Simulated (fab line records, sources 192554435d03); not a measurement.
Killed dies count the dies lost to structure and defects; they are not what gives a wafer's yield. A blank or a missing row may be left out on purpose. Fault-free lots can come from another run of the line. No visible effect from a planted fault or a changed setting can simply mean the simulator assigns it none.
Matching of chambers || flow n5Finfet || N5_DUMMY_GATE_ETCH_23 on rieSi-02: 4 sister chambers
The step etches poly-Si in HBr/Cl2/O2, target depth 41 nm, time 22.3 s. 8 wafers are shown with their chamber, then 8 later ones without.

WAFERS, EACH WITH ITS CHAMBER
{"wafer": "L077.6", "chamber": 0, "throttleValvePct (%)": 37.24, "drypumpMotorCurrentA (A)": 5.8}
{"wafer": "L084.4", "chamber": 1, "throttleValvePct (%)": 36.85, "drypumpMotorCurrentA (A)": 5.4}
{"wafer": "L090.3", "chamber": 3, "throttleValvePct (%)": 37.19, "drypumpMotorCurrentA (A)": 4.9}
{"wafer": "L090.6", "chamber": 3, "throttleValvePct (%)": 37.19, "drypumpMotorCurrentA (A)": 4.9}
{"wafer": "L091.1", "chamber": 1, "throttleValvePct (%)": 36.85, "drypumpMotorCurrentA (A)": 5.4}
{"wafer": "L091.2", "chamber": 0, "throttleValvePct (%)": 37.25, "drypumpMotorCurrentA (A)": 5.7}
{"wafer": "L091.3", "chamber": 2, "throttleValvePct (%)": 36.72, "drypumpMotorCurrentA (A)": 6.0}
{"wafer": "L093.1", "chamber": 2, "throttleValvePct (%)": 36.73, "drypumpMotorCurrentA (A)": 6.0}

WAFERS WITH NO CHAMBER GIVEN
{"wafer": "L093.4", "throttleValvePct (%)": 37.26, "drypumpMotorCurrentA (A)": 5.7}
{"wafer": "L093.5", "throttleValvePct (%)": 37.19, "drypumpMotorCurrentA (A)": 4.9}
{"wafer": "L094.1", "throttleValvePct (%)": 36.73, "drypumpMotorCurrentA (A)": 5.9}
{"wafer": "L094.5", "throttleValvePct (%)": 36.85, "drypumpMotorCurrentA (A)": 5.4}
{"wafer": "L094.6", "throttleValvePct (%)": 36.72, "drypumpMotorCurrentA (A)": 5.9}
{"wafer": "L095.4", "throttleValvePct (%)": 37.19, "drypumpMotorCurrentA (A)": 4.8}
{"wafer": "L095.5", "throttleValvePct (%)": 36.86, "drypumpMotorCurrentA (A)": 5.4}
{"wafer": "L095.6", "throttleValvePct (%)": 36.72, "drypumpMotorCurrentA (A)": 5.9}

WHICH CHAMBER EACH WENT THROUGH
{"wafer": "L093.4", "from the rows above": 0, "in truth": 0}
{"wafer": "L093.5", "from the rows above": 3, "in truth": 3}
{"wafer": "L094.1", "from the rows above": 2, "in truth": 2}
{"wafer": "L094.5", "from the rows above": 1, "in truth": 1}
{"wafer": "L094.6", "from the rows above": 2, "in truth": 2}
{"wafer": "L095.4", "from the rows above": 3, "in truth": 3}
{"wafer": "L095.5", "from the rows above": 1, "in truth": 1}
{"wafer": "L095.6", "from the rows above": 2, "in truth": 2}
Placed correctly: 8 of 8. Left unplaced by these rows: 0. Placed wrongly: 0.
How it was worked out, from the rows above alone: a wafer's distance from a chamber is the root of the sum, over the readings, of the square of ((its reading less the chamber's mean) divided by the reading's scatter). If the next closest chamber is less than 2 further off than the closest, the wafer can't be placed; otherwise it belongs to the closest. Each chamber's mean is taken over the wafers shown for it. The scatter: the root of (the sum of the squares of (reading less its chamber's mean) over the shown wafers, divided by (wafers less chambers)).
